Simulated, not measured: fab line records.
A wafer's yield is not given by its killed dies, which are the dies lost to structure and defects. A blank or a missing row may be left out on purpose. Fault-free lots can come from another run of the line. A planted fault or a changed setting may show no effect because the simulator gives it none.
What tool caused it? | flow nandHarc | 36 wafers from 12 lots sampled at 5 of the route's 1302 steps

## WHAT THE GAUGES READ, wafer by wafer
NHARC_P_STI_CD_MEAS_16. Usual: cdNm at 200.9 nm, with a standard deviation of 2.5.
lot  | measured     | on       | cdNm (nm)         | flag
L810 | day 3 00:40  | cdSem-03 | 201.1 203.0 201.8 | 
L812 | day 3 17:19  | cdSem-01 | 205.6 203.1 201.0 | 
L813 | day 4 05:16  | cdSem-01 | 200.0 200.9 198.8 | 
L814 | day 4 15:10  | cdSem-03 | 203.1 201.2 201.5 | 
L815 | day 4 21:49  | cdSem-02 | 194.8 200.7 199.2 | 
L825 | day 9 04:38  | cdSem-01 | 201.2 203.9 202.3 | 
L826 | day 9 21:47  | cdSem-03 | 205.0 205.4 201.4 | 
L829 | day 10 16:42 | cdSem-03 | 198.2 200.3 201.0 | 
L830 | day 11 06:11 | cdSem-03 | 200.7 204.7 203.9 | 
L831 | day 11 14:29 | cdSem-02 | 198.7 201.5 199.7 | 
L832 | day 12 02:01 | cdSem-02 | 196.7 200.9 201.6 | 
L833 | day 12 13:23 | cdSem-03 | 201.7 202.2 197.5 | 

NHARC_END_SORT_01. Usual: killedAtArray 55, standard deviation 19; killedAtOther 0.6, standard deviation 0.99; killedAtPeriphery 4.2, standard deviation 2.6; killedDies 60, standard deviation 18; killedOpen 3.4, standard deviation 1.7; killedShort 2.3, standard deviation 1.5.
lot  | measured     | on        | killedAtArray | killedAtOther | killedAtPeriphery | killedDies | killedOpen | killedShort | flag
L825 | day 30 09:25 | prober-01 | 46 35 48      | 1 0 0         | 2 1 5             | 49 36 53   | 3 0 4      | 2 1 3       | 
L826 | day 30 19:56 | prober-01 | 67 64 59      | 2 1 0         | 0 2 2             | 69 67 61   | 3 3 3      | 1 2 0       | 
L829 | day 31 12:47 | prober-01 | 36 40 29      | 0 0 0         | 6 3 3             | 42 43 32   | 5 3 5      | 3 3 3       | 
L830 | day 32 19:58 | prober-01 | 55 56 51      | 0 0 0         | 3 2 5             | 58 58 56   | 4 3 0      | 2 3 1       | 

## WHICH TOOL RAN EACH LOT (tool, then ch and the chambers of the sampled wafers, then the start)
lot  | NHARC_P_STI_ETCH_42               | NHARC_P_STI_ETCH_31                          | NHARC_P_GATE_DEP_103
L810 | rieDiel-01 ch 1,2, day 3 00:17    | rieDiel-01 ch 1,3, day 3 00:40 or earlier    | pecvd-02 ch 0,1,2, day 5 04:12
L812 | rieDiel-07 ch 0,1, day 3 16:58    | rieDiel-07 ch 2,3, day 3 17:19 or earlier    | pecvd-01 ch 0,1, day 6 00:44
L813 | rieDiel-07 ch 0,2,3, day 4 04:55  | rieDiel-07 ch 1,2,3, day 4 05:16 or earlier  | pecvd-03 ch 0,1, day 6 04:37
L814 | rieDiel-07 ch 0,2,3, day 4 14:49  | rieDiel-07 ch 1,2,3, day 4 15:10 or earlier  | pecvd-02 ch 0,1,2, day 6 17:11
L815 | rieDiel-07 ch 0,1,3, day 4 21:28  | rieDiel-07 ch 0,2,3, day 4 21:49 or earlier  | pecvd-03 ch 0,1,2, day 6 22:59
L825 | rieDiel-07 ch 0,1,3, day 9 04:17  | rieDiel-07 ch 0,1,3, day 9 04:38 or earlier  | pecvd-03 ch 1,2, day 11 13:02
L826 | rieDiel-11 ch 1,3, day 9 21:26    | rieDiel-11 ch 0,1,2, day 9 21:47 or earlier  | pecvd-02 ch 0,2, day 12 02:12
L829 | rieDiel-01 ch 0,1,3, day 10 16:21 | rieDiel-01 ch 0,3, day 10 16:42 or earlier   | pecvd-02 ch 0,2, day 12 17:38
L830 | rieDiel-01 ch 0,2,3, day 11 05:50 | rieDiel-01 ch 0,1,3, day 11 06:11 or earlier | pecvd-01 ch 0,1,2, day 13 07:36
L831 | rieDiel-07 ch 0,1,3, day 11 14:05 | rieDiel-07 ch 1,2,3, day 11 14:29 or earlier | pecvd-01 ch 0,1,2, day 13 18:01
L832 | rieDiel-11 ch 0,3, day 12 01:40   | rieDiel-11 ch 0,1, day 12 02:01 or earlier   | pecvd-03 ch 0,1, day 14 06:14
L833 | rieDiel-01 ch 0,2, day 12 13:02   | rieDiel-01 ch 0,3, day 12 13:23 or earlier   | pecvd-03 ch 0,1, day 14 19:11
- NHARC_P_STI_ETCH_42: etches the open film in N2/H2, target depth 80 nm, overetch 24 nm, time 61 s.
- NHARC_P_STI_ETCH_31: etches the open film in CF4/CHF3, target depth 108.9 nm, time 54.5 s.
- NHARC_P_GATE_DEP_103: deposits SiON, target thk 30 nm.

## WHAT THE TOOLS THEMSELVES READ (means of the sampled wafers that have a number; where no wafer has one, the mark that the record gives instead)
NHARC_P_STI_ETCH_42. Usual: drypumpMotorCurrentA 5.7 A, standard deviation 0.56; oesProductAu 1.003 a.u., standard deviation 0.0099; rfVppV 430.4 V, standard deviation 2.9; showerheadPlenumPTorr 2.03 Torr, standard deviation 0.094; throttleValvePct 14.171 %, standard deviation 0.0084.
lot  | tool       | drypumpMotorCurrentA (A) | oesProductAu (a.u.) | rfVppV (V) | showerheadPlenumPTorr (Torr) | throttleValvePct (%) | flag
L810 | rieDiel-01 | 5.8                      | 1.003               | 429.2      | 1.99                         | 14.181               | 
L812 | rieDiel-07 | 6.2                      | 1.003               | 432.1      | 2.11                         | 14.171               | 
L813 | rieDiel-07 | 5.5                      | 1.001               | 431.0      | 2.03                         | 14.173               | 
L814 | rieDiel-07 | 5.5                      | 0.996               | 430.2      | 2.03                         | 14.169               | 
L815 | rieDiel-07 | 5.7                      | 1.004               | 431.3      | 2.06                         | 14.171               | 
L825 | rieDiel-07 | 5.8                      | 1.011               | 431.5      | 2.05                         | 14.172               | 
L826 | rieDiel-11 | 5.9                      | 0.992               | 430.6      | 2.06                         | 14.168               | 
L829 | rieDiel-01 | 5.6                      | 1.002               | 429.6      | 2.02                         | 14.163               | 
L830 | rieDiel-01 | 5.3                      | 0.994               | 427.1      | 1.93                         | 14.174               | 
L831 | rieDiel-07 | 5.8                      | 1.008               | 430.1      | 2.05                         | 14.160               | 
L832 | rieDiel-11 | 5.4                      | 0.989               | 427.3      | 1.94                         | 14.171               | 
L833 | rieDiel-01 | 5.3                      | 1.000               | 425.5      | 1.89                         | 14.180               | 

NHARC_P_STI_ETCH_31. Usual: drypumpMotorCurrentA 5.7 A, standard deviation 0.56; oesProductAu 0.964 a.u., standard deviation 0.02; rfVppV 370.4 V, standard deviation 2.3; showerheadPlenumPTorr 1.57 Torr, standard deviation 0.066; throttleValvePct 16.802 %, standard deviation 0.0094.
lot  | tool       | drypumpMotorCurrentA (A) | oesProductAu (a.u.) | rfVppV (V) | showerheadPlenumPTorr (Torr) | throttleValvePct (%) | flag
L810 | rieDiel-01 | 6.1                      | 0.966               | 372.4      | 1.62                         | 16.794               | 
L812 | rieDiel-07 | 5.8                      | 0.981               | 370.3      | 1.57                         | 16.807               | 
L813 | rieDiel-07 | 6.0                      | 0.956               | 370.6      | 1.59                         | 16.804               | 
L814 | rieDiel-07 | 6.1                      | 0.971               | 371.6      | 1.59                         | 16.792               | 
L815 | rieDiel-07 | 5.5                      | 0.975               | 370.3      | 1.56                         | 16.802               | 
L825 | rieDiel-07 | 5.7                      | 0.976               | 371.1      | 1.58                         | 16.796               | 
L826 | rieDiel-11 | 5.9                      | 0.935               | 370.7      | 1.60                         | 16.805               | 
L829 | rieDiel-01 | 5.1                      | 0.972               | 367.4      | 1.49                         | 16.799               | 
L830 | rieDiel-01 | 5.6                      | 0.977               | 369.8      | 1.56                         | 16.807               | 
L831 | rieDiel-07 | 6.0                      | 0.963               | 371.3      | 1.59                         | 16.805               | 
L832 | rieDiel-11 | 6.0                      | 0.956               | 370.8      | 1.59                         | 16.806               | 
L833 | rieDiel-01 | 5.2                      | 0.973               | 368.9      | 1.52                         | 16.803               | 

NHARC_P_GATE_DEP_103. Usual: heaterPowerW at 814 W, with a standard deviation of 70.
lot  | tool     | heaterPowerW (W) | flag
L810 | pecvd-02 | 833              | 
L812 | pecvd-01 | 852              | 
L813 | pecvd-03 | 824              | 
L814 | pecvd-02 | 806              | 
L815 | pecvd-03 | 816              | 
L825 | pecvd-03 | 823              | 
L826 | pecvd-02 | 863              | 
L829 | pecvd-02 | 816              | 
L830 | pecvd-01 | 765              | 
L831 | pecvd-01 | 819              | 
L832 | pecvd-03 | 738              | 
L833 | pecvd-03 | 832              | 

## THE ANSWER, worked out from the rows above alone
Rule: a lot counts as off when the mean over its wafers that have a number is more than 3 standard deviations away from the usual mean. Also off: a lot with no number at a reading for which 4 or more lots have one. Where the step has rows for the other lots, those lots are counted as sound. Order of review: gauges by route order, followed by the tools' own readings, for which a lot's mean as printed above is used. The first step at which some lot is off is used, and at that step the reading that is off furthest; a lot without a number counts as furthest.
No lot is off on any of the readings shown, so nothing can be concluded from this.

## WHAT HAD BEEN PUT IN BY THE SIMULATOR
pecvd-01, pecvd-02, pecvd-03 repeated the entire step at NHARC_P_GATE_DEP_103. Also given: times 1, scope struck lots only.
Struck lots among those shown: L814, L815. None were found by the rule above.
